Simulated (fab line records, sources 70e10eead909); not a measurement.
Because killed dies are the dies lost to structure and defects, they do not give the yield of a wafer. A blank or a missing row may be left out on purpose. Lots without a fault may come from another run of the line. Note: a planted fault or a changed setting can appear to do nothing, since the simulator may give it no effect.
Which tool did it? | flow nandHarc | 12 lots with 36 wafers sampled at 6 steps, on a route of 1302 steps

WHAT THE GAUGES READ, wafer by wafer
NHARC_P_M1_THK_MEAS_24: measures by xrf. Usual: 157.9 nm for thkNm, sd 1.7.
lot  | measured     | on           | thkNm (nm)        | flag
L975 | day 6 16:12  | filmMetro-02 | 156.0 154.9 157.7 | 
L977 | day 7 04:36  | filmMetro-01 | 156.4 158.4 156.7 | 
L979 | day 7 20:51  | filmMetro-02 | 157.8 157.4 156.5 | 
L986 | day 11 00:28 | filmMetro-01 | 160.6 158.2 156.6 | 
L987 | day 11 05:11 | filmMetro-02 | 159.4 159.3 157.7 | 
L988 | day 11 14:33 | filmMetro-02 | 157.2 157.4 159.2 | 
L990 | day 12 08:17 | filmMetro-02 | 156.0 157.2 156.4 | 
L989 | day 12 09:26 | filmMetro-01 | 160.0 161.1 161.2 | 
L991 | day 13 04:34 | filmMetro-02 | 157.3 159.4 155.6 | 
L992 | day 13 11:42 | filmMetro-01 | 157.9 157.7 157.9 | 
L996 | day 15 00:19 | filmMetro-02 | 159.8 153.3 157.5 | 
L998 | day 16 05:40 | filmMetro-02 | 159.0 158.5 158.0 | 

NHARC_P_M2_CD_MEAS_09: target cd 170 nm. Usual: 170.1 nm for cdNm, sd 0.85.
lot  | measured     | on       | cdNm (nm)         | flag
L975 | day 6 17:37  | cdSem-01 | 170.0 169.1 170.4 | 
L977 | day 7 06:10  | cdSem-03 | 170.3 169.6 170.1 | 
L979 | day 7 22:27  | cdSem-03 | 168.4 169.2 169.1 | 
L986 | day 11 01:54 | cdSem-01 | 179.1 179.3 180.5 | OFF
L987 | day 11 06:44 | cdSem-02 | 170.8 171.8 171.2 | 
L988 | day 11 16:06 | cdSem-03 | 180.2 178.4 177.5 | OFF
L990 | day 12 09:50 | cdSem-03 | 169.3 168.1 169.7 | 
L989 | day 12 10:59 | cdSem-01 | 177.0 176.4 176.9 | OFF
L991 | day 13 06:08 | cdSem-03 | 169.5 170.4 171.0 | 
L992 | day 13 13:16 | cdSem-02 | 174.9 175.1 176.6 | OFF
L996 | day 15 01:52 | cdSem-03 | 169.7 171.6 170.2 | 
L998 | day 16 07:07 | cdSem-03 | 171.1 170.6 170.2 | 

NHARC_END_SORT_01. Usual: value, then standard deviation, for each; defectLimitedYield 91.1 % / 2.8; killedAtArray 55 / 19; killedAtOther 0.9 / 1.4; killedAtPeriphery 3.8 / 2.9; killedDies 60 / 19; killedOpen 3.3 / 1.8; killedShort 2.6 / 1.6.
lot  | measured     | on        | defectLimitedYield (%) | killedAtArray | killedAtOther | killedAtPeriphery | killedDies | killedOpen | killedShort | flag
L992 | day 31 15:01 | prober-02 | 93.8 93.1 93.8         | 36 45 39      | 4 0 1         | 2 2 2             | 42 47 42   | 2 1 1      | 2 3 3       | 

WHAT TOOL EACH LOT RAN ON (gives the tool, then ch and the chambers of the sampled wafers, and finally the start)
lot  | NHARC_P_M1_ANNEAL_31            | NHARC_P_M2_EXPOSE_06              | NHARC_P_M2_ETCH_35
L975 | rtpAnneal-01 ch 0, day 6 15:32  | arfiScanner-02 ch 0, day 6 17:28  | rieDiel-05 ch 0,3, day 6 17:53
L977 | rtpAnneal-02 ch 0, day 7 04:03  | arfiScanner-02 ch 0, day 7 06:01  | rieDiel-13 ch 0,1, day 7 06:26
L979 | rtpAnneal-01 ch 0, day 7 20:21  | arfiScanner-02 ch 0, day 7 22:19  | rieDiel-01 ch 1,2,3, day 7 22:44
L986 | rtpAnneal-02 ch 0, day 10 23:55 | arfiScanner-02 ch 0, day 11 01:46 | rieDiel-13 ch 2,3, day 11 02:11
L987 | rtpAnneal-02 ch 0, day 11 04:35 | arfiScanner-03 ch 0, day 11 06:36 | rieDiel-05 ch 2,3, day 11 07:02
L988 | rtpAnneal-01 ch 0, day 11 13:53 | arfiScanner-02 ch 0, day 11 15:58 | rieDiel-05 ch 1,2,3, day 11 16:23
L990 | rtpAnneal-01 ch 0, day 12 07:41 | arfiScanner-01 ch 0, day 12 09:42 | rieDiel-05 ch 1,2, day 12 10:07
L989 | rtpAnneal-02 ch 0, day 12 08:52 | arfiScanner-02 ch 0, day 12 10:50 | rieDiel-01 ch 1,3, day 12 11:15
L991 | rtpAnneal-02 ch 0, day 13 03:55 | arfiScanner-01 ch 0, day 13 05:59 | rieDiel-05 ch 0,1,2, day 13 06:24
L992 | rtpAnneal-02 ch 0, day 13 11:02 | arfiScanner-02 ch 0, day 13 13:07 | rieDiel-01 ch 1,2,3, day 13 13:32
L996 | rtpAnneal-02 ch 0, day 14 23:39 | arfiScanner-01 ch 0, day 15 01:44 | rieDiel-01 ch 0,1,3, day 15 02:08
L998 | rtpAnneal-01 ch 0, day 16 05:04 | arfiScanner-01 ch 0, day 16 06:58 | rieDiel-05 ch 0,3, day 16 07:23
- NHARC_P_M1_ANNEAL_31: time 90 s.
- NHARC_P_M2_EXPOSE_06: exposes mask P M2, target cd 170 nm.
- NHARC_P_M2_ETCH_35: etches the open film in N2/H2, target depth 40 nm, overetch 12 nm, time 43.94 s.

AS READ BY THE TOOLS THEMSELVES (means over the sampled wafers that have a number; for cases with no such wafer, the mark the record gives instead)
NHARC_P_M1_ANNEAL_31. Usual: 226.1 for wafer_temp_C_max, sd 0.39.
lot  | tool         | wafer_temp_C_max | flag
L975 | rtpAnneal-01 | 225.8            | 
L977 | rtpAnneal-02 | 226.6            | 
L979 | rtpAnneal-01 | 225.5            | 
L986 | rtpAnneal-02 | 226.2            | 
L987 | rtpAnneal-02 | 226.3            | 
L988 | rtpAnneal-01 | 226.2            | 
L990 | rtpAnneal-01 | 225.9            | 
L989 | rtpAnneal-02 | 226.2            | 
L991 | rtpAnneal-02 | 226.3            | 
L992 | rtpAnneal-02 | 226.6            | 
L996 | rtpAnneal-02 | 226.5            | 
L998 | rtpAnneal-01 | 225.6            | 

NHARC_P_M2_EXPOSE_06. Usual: 80.69 for exposureDoseMJCm2, sd 0.1.
lot  | tool           | exposureDoseMJCm2 | flag
L975 | arfiScanner-02 | 80.68             | 
L977 | arfiScanner-02 | 80.66             | 
L979 | arfiScanner-02 | 80.55             | 
L986 | arfiScanner-02 | 96.53             | OFF
L987 | arfiScanner-03 | 80.72             | 
L988 | arfiScanner-02 | 93.37             | OFF
L990 | arfiScanner-01 | 80.78             | 
L989 | arfiScanner-02 | 90.77             | OFF
L991 | arfiScanner-01 | 80.78             | 
L992 | arfiScanner-02 | 88.76             | OFF
L996 | arfiScanner-01 | 80.74             | 
L998 | arfiScanner-01 | 80.84             | 

NHARC_P_M2_ETCH_35. Usual: value, then standard deviation, for each; chamberPressureMTorr 30.002 mTorr / 0.029; drypumpMotorCurrentA 5.70 A / 0.28; n2FlowSccm 150.0 sccm / 0.45; oesProductAu 0.995 a.u. / 0.015; rfVppV 430.6 V / 2; showerheadPlenumPTorr 2.04 Torr / 0.066; throttleValvePct 14.171 % / 0.009.
lot  | tool       | chamberPressureMTorr (mTorr) | drypumpMotorCurrentA (A) | n2FlowSccm (sccm) | oesProductAu (a.u.) | rfVppV (V) | showerheadPlenumPTorr (Torr) | throttleValvePct (%) | flag
L975 | rieDiel-05 | 30.001                       | 5.82                     | 150.1             | 0.997               | 430.7      | 2.07                         | 14.176               | 
L977 | rieDiel-13 | 29.981                       | 6.06                     | 150.1             | 1.012               | 430.8      | 2.06                         | 14.170               | 
L979 | rieDiel-01 | 29.995                       | 5.71                     | 149.7             | 1.004               | 430.3      | 2.04                         | 14.170               | 
L986 | rieDiel-13 | 30.010                       | 5.57                     | 149.7             | 0.974               | 431.7      | 2.07                         | 14.176               | 
L987 | rieDiel-05 | 30.006                       | 5.68                     | 149.8             | 0.991               | 430.7      | 2.05                         | 14.164               | 
L988 | rieDiel-05 | 29.983                       | 5.55                     | 150.0             | 0.984               | 431.4      | 2.07                         | 14.174               | 
L990 | rieDiel-05 | 30.012                       | 5.44                     | 150.0             | 0.973               | 432.4      | 2.09                         | 14.170               | 
L989 | rieDiel-01 | 29.999                       | 5.67                     | 150.1             | 0.997               | 429.8      | 2.01                         | 14.172               | 
L991 | rieDiel-05 | 30.016                       | 5.63                     | 149.9             | 0.978               | 431.5      | 2.08                         | 14.173               | 
L992 | rieDiel-01 | 29.992                       | 5.69                     | 150.1             | 0.988               | 430.7      | 2.04                         | 14.174               | 
L996 | rieDiel-01 | 29.986                       | 5.78                     | 149.9             | 0.992               | 428.8      | 1.98                         | 14.172               | 
L998 | rieDiel-05 | 30.021                       | 5.80                     | 149.9             | 1.002               | 431.2      | 2.07                         | 14.171               | 

THE ANSWER, worked out from the rows above alone
Rule: take the mean of a lot's wafers that have a number; if it is more than 3 standard deviations from the usual mean, the lot is off. A lot without any number at a reading at which 4 lots or more have one is off too. All remaining lots with rows at the step are treated as sound. The gauges are gone through in route order, then the tools' own readings, and for those a lot's mean is taken as printed above. The first step at which some lot is off is used, and at that step the reading that is off furthest; a lot without a number counts as furthest.
Off: L986, L988, L989, L992 (NHARC_P_M2_CD_MEAS_09, cdNm).
A tool fits if, at a process step before that reading, it ran every lot that is off, and no sound lot after the first of them. The gauges at NHARC_P_M2_CD_MEAS_09 aren't tried: what is off there is off at NHARC_P_M2_EXPOSE_06 too, on other tools, and a gauge's error can't cause that. One fits: arfiScanner-02 at NHARC_P_M2_EXPOSE_06. Its last sound lot is L979 (day 7 22:19), its first lot that is off L986 (day 11 01:46): a fault that began between those two fits.
On the lots that are off, the tool's own readings at NHARC_P_M2_EXPOSE_06 differ by more than 5 times the standard deviation of the sound lots' means, which bears it out; exposureDoseMJCm2 reads 92.36 there versus 80.72 on the sound lots.

WHAT THE SIMULATOR PUT IN
Process parameter drift: arfiScanner-02, from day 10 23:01 on, at NHARC_P_M2_EXPOSE_06. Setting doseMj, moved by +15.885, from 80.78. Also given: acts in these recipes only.
Shown lots that were struck: L986, L988, L989, L992. The same result came from the rule above.
